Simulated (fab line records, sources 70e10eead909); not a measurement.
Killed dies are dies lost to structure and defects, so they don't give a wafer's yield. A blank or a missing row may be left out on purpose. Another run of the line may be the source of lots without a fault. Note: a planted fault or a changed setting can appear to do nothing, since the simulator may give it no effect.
Matching of chambers + flow nand_harc + NHARC_P_M2_PRE_CLEAN_32 on pecvd-02 has 3 sister chambers
The step time 12 s. 3 wafers are shown with their chamber, then 9 later ones without.

== EACH WAFER AND ITS CHAMBER ==
| wafer  | chamber | heater_power_w (W) |
|--------|---------|--------------------|
| L090.1 | 0       | 445                |
| L090.2 | 1       | 555                |
| L090.4 | 2       | 680                |

== WAFERS WITH NO CHAMBER GIVEN ==
| wafer  | heater_power_w (W) |
|--------|--------------------|
| L091.1 | 479                |
| L091.3 | 718                |
| L091.5 | 709                |
| L097.1 | 729                |
| L097.2 | 440                |
| L097.3 | 545                |
| L096.1 | 435                |
| L096.4 | 519                |
| L096.5 | 684                |

== WHICH CHAMBER EACH ONE RAN IN ==
| wafer  | from the rows above     | in truth |
|--------|-------------------------|----------|
| L091.1 | can't be placed: 0 or 1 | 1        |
| L091.3 | 2                       | 2        |
| L091.5 | 2                       | 2        |
| L097.1 | 2                       | 2        |
| L097.2 | 0                       | 0        |
| L097.3 | 1                       | 1        |
| L096.1 | 0                       | 0        |
| L096.4 | can't be placed: 1 or 0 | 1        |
| L096.5 | 2                       | 2        |
Correct placement for 7 of the 9. These rows do not allow placing 2 (true chamber among the candidates in 2). Wrongly placed: 0.
How it was worked out, from the rows above alone: a wafer's distance from a chamber is the root of the sum, over the readings, of the square of ((its reading less the chamber's mean) divided by the reading's scatter). The wafer belongs to the nearest chamber; if the next one is less than 2 further off, it can't be placed. The mean given for a chamber averages the wafers shown for that chamber. The scatter: root of mean squared gap, hidden wafer to nearest shown wafer, with one shown wafer a chamber.
